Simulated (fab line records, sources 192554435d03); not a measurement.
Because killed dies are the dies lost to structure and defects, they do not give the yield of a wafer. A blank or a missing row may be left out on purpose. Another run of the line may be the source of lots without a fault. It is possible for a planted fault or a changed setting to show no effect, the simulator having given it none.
A lot that was struck, set against a sound lot -- flow n5_finfet -- 41 steps out of a route of 1938
Sound: wafers L292.2, L292.4, L292.6. Struck: wafer L298.2; the same lot's L298.6 was not struck, so it is left out; see the end for the cause.
Each step with rows lists, per side, the tool, then ch with its chambers, then its first start. Under that, the readings that differ: sound wafers -- struck wafers -- difference of the means -- sigmas: that difference in standard deviations of wafers without a fault.
alike: readings whose means differ by less than 2 such deviations, and words and numbers that are the same on both sides. not compared: withheld readings, readings that some wafer has no value for, bounds like >300 that may hide the same value, and numbers for which the record gives no deviation and whose values overlap.
Wherever a step has rows on one side only, a row that says differs or no value, or a row with sigmas, the two part there. Numbers that don't overlap but have no deviation are shown without sigmas and don't part them. Lack of a reading on every wafer of one side parts them only where that side has two or more wafers.

first, 10 steps without rows for these wafers: N5_HKMG_FIN_CMP_23 (polishes, stops on SiNx, t overpolish 10 s, target thk 46.326 nm); N5_HKMG_FIN_CMP_94 (polishes, stops on SiNx, t overpolish 4.7 s, target thk 43.299 nm); N5_GATE_CUT_ETCHBACK_00 (etches W in SF6/Cl2); N5_GATE_CUT_ETCH_56 (etches TiN in Cl2/Ar, target depth 21.6 nm); N5_GATE_CUT_ETCHBACK_30 (etches TiN in Cl2/Ar, target depth 3 nm); N5_GATE_CUT_VAPOR_ETCH_60 (etches HfO2 in BCl3/Cl2); N5_GATE_CUT_ETCH_58 (etches SiNx in CH3F/O2, target depth 17 nm, time 128.6 s); N5_GATE_CUT_STRIP_59 (strips in N2/H2, time 20 s); N5_GATE_CUT_PRECLEAN_31 (cleans in DIW, time 300 s); N5_GATE_CUT_SRD_32 (time 30 s).
N5_GATE_CUT_SAC_CAP_01: material SiNx, target thk 24 nm, pulse time 1 s, ald cycles 480.
  sound on ald_sin-02 ch 0,1,3, day 4 11:40; struck on ald_sin-02 ch 2, day 5 23:23
reading,sound,struck,difference,sigmas
ald_cycles,480 480 480,868,+388,
model.SiNx_of_GATE_CUT_SAC_CAP_01.thk_nm (nm),24 24.2 24.2,43.4,+19.3,
  alike: heater_power_w, precursor_pulse_height_rel
then, 21 steps without rows for these wafers: N5_GATE_CUT_PECVD_57 (deposits SiNx from SiH4/NH3/N2, target thk 21 nm); N5_GATE_CUT_CMP_02 (polishes, stops on SiO2, t overpolish 12.7 s, target thk 0 nm); N5_GATE_CUT_HM_DEP_46 (deposits SiO2 from TEOS/O2, target thk 130 nm, time 26.6 s); N5_GATE_CUT_COAT_34 (time 60 s, resist thk 60 nm); N5_GATE_CUT_COAT_35 (time 60 s, resist thk 10 nm); N5_GATE_CUT_COAT_27 (time 60 s, resist thk 10 nm); N5_GATE_CUT_COAT_07 (resist thk 30 nm); N5_GATE_CUT_EBR_09; N5_GATE_CUT_SOFTBAKE_08 (time 60 s); N5_GATE_CUT_EXPOSE_10 (exposes mask GATE CUT, target cd 20 nm); N5_GATE_CUT_PEB_11 (peb time 60 s); N5_GATE_CUT_DEVELOP_12 (develop time 30 s); N5_GATE_CUT_DESCUM_18 (chemistry O2, time 7 s); N5_GATE_CUT_ETCH_28 (etches underlayer in N2/H2, target depth 13 nm, time 10.4 s); N5_GATE_CUT_ETCH_36 (etches SiARC in CF4, target depth 13 nm, time 21.7 s); N5_GATE_CUT_ETCH_37 (etches SOC in N2/H2, target depth 60 nm, overetch 12 nm, time 90 s); N5_GATE_CUT_STRIP_38 (strips in N2/H2); N5_GATE_CUT_STRIP_39 (strips in N2/H2); N5_GATE_CUT_HM_OPEN_40 (chemistry C4F6/O2, target SiO2, target depth 139 nm, time 85.1 s); N5_GATE_CUT_STRIP_41 (strips in CF4); N5_GATE_CUT_STRIP_42 (strips in O2).
N5_GATE_CUT_ETCH_19: etches SiNx in CH3F/O2, target depth 53.7 nm, time 76.7 s.
  sound on rie_diel-03 ch 0,1,2, day 4 15:01; struck on rie_diel-03 ch 0, day 6 02:47
reading,sound,struck,difference,sigmas
etch_rf_on_time_s (s),75.9 76.8 77.0,73.0,-3.6,-4
  alike: drypump_motor_current_A, oes_product_au, rf_vpp_V, showerhead_plenum_p_Torr, throttle_valve_pct
  not compared: rf_hours_counter_h
then, 3 steps without rows for these wafers: N5_GATE_CUT_CUT_ETCH_53 (etches W in SF6/Cl2, target depth 79.2 nm); N5_GATE_CUT_CUT_ETCH_54 (etches TiN in Cl2/BCl3, target depth 96.7 nm); N5_GATE_CUT_CUT_ETCH_55 (etches HfO2 in BCl3, target depth 3.2 nm).
N5_MOL_CONTACT_COAG_CMP_28: polishes, stops on SiNx, t overpolish 0.85 s, target thk 14.522 nm.
  sound on cmp-01 ch 0,1, day 5 01:55; struck on cmp-01 ch 2, day 6 14:38
reading,sound,struck,difference,sigmas
model.SiNx_of_GATE_CUT_SAC_CAP_01.thk_nm (nm),18 18 18,32.4,+14.4,
  alike: motor_current_A, retaining_ring_pressure_frac, time_to_endpoint_s
N5_MOL_CONTACT_COAG_THK_MEAS_29:
  sound: film_metro-01 at day 5 02:13; struck: film_metro-02 at day 6 14:55
reading,sound,struck,difference,sigmas
MD_CAP_THK (nm),17.99 18.05 18.04,32.42,+14.39,+99 or more
N5_MOL_CONTACT_COAG_ETCH_47: etches SiNx in CH3F/O2, stops on W, target depth 27 nm.
  sound on rie_diel-02 ch 0,2, day 5 05:15; struck on rie_diel-02 ch 0, day 6 16:34
reading,sound,struck,difference,sigmas
etch_rf_on_time_s (s),31.4 31.2 31.1,50.8,+19.6,+34
model.etch.t_clear_s (s),26.18 25.95 25.92,47.23,+21.21,
model.MOL_CONTACT_COAG.feature_depth_nm (nm),18.6 18.6 18.6,33.4,+14.8,
model.etch.depth_nm (nm),17.94 18 18.04,32.4,+14.4,
  alike: drypump_motor_current_A, oes_product_au, rf_vpp_V, showerhead_plenum_p_Torr, throttle_valve_pct
  not compared: rf_hours_counter_h
N5_MOL_CONTACT_COAG_CMP_52: polishes, stops on SiO2, t overpolish 1.5 s, target thk 66.5 nm.
  sound on cmp-03 ch 0,1,3, day 5 07:29; struck on cmp-01 ch 2, day 6 18:50
reading,sound,struck,difference,sigmas
time_to_endpoint_s (s),14.9 15.5 18.5,11.2,-5.1,-2
model.SiO2_of_MOL_CONTACT_COAG_PECVD_31.thk_nm (nm),44.2 44.8 44.6,42.4,-2.1,
  alike: motor_current_A, overpolish_run_s, retaining_ring_pressure_frac
-- record jumps: 8 days separate the struck wafers' starts on either side; left off in module MOL_CONTACT_COAG, taken up again in module PASSIVATION, whose first shown step is the route's number 1936 --
N5_PASSIVATION_PROBE_49:
  the record has rows for the struck wafers here (prober-02, day 14 13:49) and none for the sound ones

## WHERE THEY PART
First at N5_GATE_CUT_ETCH_19; last, within this record, at N5_PASSIVATION_PROBE_49.

WHY: whatever the simulator had introduced
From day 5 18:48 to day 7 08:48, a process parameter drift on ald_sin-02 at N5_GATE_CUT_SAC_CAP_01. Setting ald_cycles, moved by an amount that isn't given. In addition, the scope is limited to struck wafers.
